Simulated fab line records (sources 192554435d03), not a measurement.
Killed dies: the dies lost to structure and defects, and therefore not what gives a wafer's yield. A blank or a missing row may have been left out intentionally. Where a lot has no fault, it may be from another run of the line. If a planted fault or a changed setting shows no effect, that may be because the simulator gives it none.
Lot-split experiment / flow n5-finfet / route with 1938 steps; 7 lots, 21 wafers read

ON THE SPLIT
At N5_ZERO_LAYER_PECVD_02 (deposits SiO2 from SiH4/N2O, target thk 10 nm, time 6 s), the setting time-s was moved away from the recipe's 6 s on 6 of the 21 wafers read, by -10.4% to +14.3%. For the rest of the wafers, this setting stayed at what the recipe calls for.

The reading comes from the split's own step.

THE READING
SiO2_of_ZERO_LAYER_PECVD_02.thk-nm (the simulator's own value, which no gauge read), in nm, at N5_ZERO_LAYER_PECVD_02 (deposits SiO2 from SiH4/N2O, target thk 10 nm, time 6 s). There is no usual value for it anywhere in the file. Across the 15 wafers here that went through the recipe, the average is 9.897 nm and the standard deviation 0.11 nm.

wafer=L075.1; tool, chamber at the split=pecvd-01, 1; time-s as run, s=6; against the recipe=recipe; SiO2_of_ZERO_LAYER_PECVD_02.thk-nm, nm=9.809; against lot-mates on the recipe=-
wafer=L075.2; tool, chamber at the split=pecvd-01, 2; time-s as run, s=6; against the recipe=recipe; SiO2_of_ZERO_LAYER_PECVD_02.thk-nm, nm=9.823; against lot-mates on the recipe=-
wafer=L075.6; tool, chamber at the split=pecvd-01, 0; time-s as run, s=6; against the recipe=recipe; SiO2_of_ZERO_LAYER_PECVD_02.thk-nm, nm=10.06; against lot-mates on the recipe=-
wafer=L078.1; tool, chamber at the split=pecvd-02, 0; time-s as run, s=6; against the recipe=recipe; SiO2_of_ZERO_LAYER_PECVD_02.thk-nm, nm=9.699; against lot-mates on the recipe=-
wafer=L078.3; tool, chamber at the split=pecvd-02, 1; time-s as run, s=6.662; against the recipe=+11.0%; SiO2_of_ZERO_LAYER_PECVD_02.thk-nm, nm=10.83; against lot-mates on the recipe=+1.131
wafer=L078.5; tool, chamber at the split=pecvd-02, 1; time-s as run, s=6.662; against the recipe=+11.0%; SiO2_of_ZERO_LAYER_PECVD_02.thk-nm, nm=11.2; against lot-mates on the recipe=+1.501
wafer=L079.1; tool, chamber at the split=pecvd-02, 1; time-s as run, s=6; against the recipe=recipe; SiO2_of_ZERO_LAYER_PECVD_02.thk-nm, nm=9.836; against lot-mates on the recipe=-
wafer=L079.3; tool, chamber at the split=pecvd-02, 2; time-s as run, s=6; against the recipe=recipe; SiO2_of_ZERO_LAYER_PECVD_02.thk-nm, nm=9.771; against lot-mates on the recipe=-
wafer=L079.6; tool, chamber at the split=pecvd-02, 0; time-s as run, s=6; against the recipe=recipe; SiO2_of_ZERO_LAYER_PECVD_02.thk-nm, nm=9.899; against lot-mates on the recipe=-
wafer=L081.4; tool, chamber at the split=pecvd-01, 1; time-s as run, s=5.374; against the recipe=-10.4%; SiO2_of_ZERO_LAYER_PECVD_02.thk-nm, nm=9.006; against lot-mates on the recipe=-1.094
wafer=L081.5; tool, chamber at the split=pecvd-01, 2; time-s as run, s=5.374; against the recipe=-10.4%; SiO2_of_ZERO_LAYER_PECVD_02.thk-nm, nm=9.135; against lot-mates on the recipe=-0.965
wafer=L081.6; tool, chamber at the split=pecvd-01, 0; time-s as run, s=6; against the recipe=recipe; SiO2_of_ZERO_LAYER_PECVD_02.thk-nm, nm=10.1; against lot-mates on the recipe=-
wafer=L086.2; tool, chamber at the split=pecvd-03, 1; time-s as run, s=6; against the recipe=recipe; SiO2_of_ZERO_LAYER_PECVD_02.thk-nm, nm=9.794; against lot-mates on the recipe=-
wafer=L086.3; tool, chamber at the split=pecvd-03, 0; time-s as run, s=6; against the recipe=recipe; SiO2_of_ZERO_LAYER_PECVD_02.thk-nm, nm=9.891; against lot-mates on the recipe=-
wafer=L086.4; tool, chamber at the split=pecvd-03, 0; time-s as run, s=6; against the recipe=recipe; SiO2_of_ZERO_LAYER_PECVD_02.thk-nm, nm=9.917; against lot-mates on the recipe=-
wafer=L089.2; tool, chamber at the split=pecvd-01, 1; time-s as run, s=6; against the recipe=recipe; SiO2_of_ZERO_LAYER_PECVD_02.thk-nm, nm=10.06; against lot-mates on the recipe=-
wafer=L089.3; tool, chamber at the split=pecvd-01, 1; time-s as run, s=6; against the recipe=recipe; SiO2_of_ZERO_LAYER_PECVD_02.thk-nm, nm=10; against lot-mates on the recipe=-
wafer=L089.6; tool, chamber at the split=pecvd-01, 1; time-s as run, s=6; against the recipe=recipe; SiO2_of_ZERO_LAYER_PECVD_02.thk-nm, nm=9.953; against lot-mates on the recipe=-
wafer=L090.1; tool, chamber at the split=pecvd-02, 2; time-s as run, s=6.861; against the recipe=+14.3%; SiO2_of_ZERO_LAYER_PECVD_02.thk-nm, nm=11.36; against lot-mates on the recipe=+1.514
wafer=L090.4; tool, chamber at the split=pecvd-02, 2; time-s as run, s=6.861; against the recipe=+14.3%; SiO2_of_ZERO_LAYER_PECVD_02.thk-nm, nm=11.58; against lot-mates on the recipe=+1.734
wafer=L090.5; tool, chamber at the split=pecvd-02, 1; time-s as run, s=6; against the recipe=recipe; SiO2_of_ZERO_LAYER_PECVD_02.thk-nm, nm=9.846; against lot-mates on the recipe=-

FIT RESULTS
A straight line over all 21 wafers: SiO2_of_ZERO_LAYER_PECVD_02.thk-nm changes by +0.0984 nm for each +1% of time-s; r = +0.98; the points scatter about the line by 0.14 nm.
The same after taking each lot's own level away (the mean of its wafers on the recipe; 21 wafers): +0.11 nm for each +1%; r = +0.99; scatter 0.1 nm.
On that fit, the largest move of time-s shifts the reading by 1.6 nm.
The lots' own levels span 9.6990 to 10.1000 nm, that is 3.5 times the standard deviation above.
Hence the slope depends on the lot-to-lot level, as the two fits are not the same.
Check: +1.64 nm against its lot-mates is what the line predicts for one of the wafers moved furthest among these (+14.3%) when that wafer is left out of the fit. It came out at +1.51 nm against them.

THE FILE'S OWN FIT
SiO2_of_ZERO_LAYER_PECVD_02.thk-nm changes by +0.111 nm for each +1% of time-s, r = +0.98.
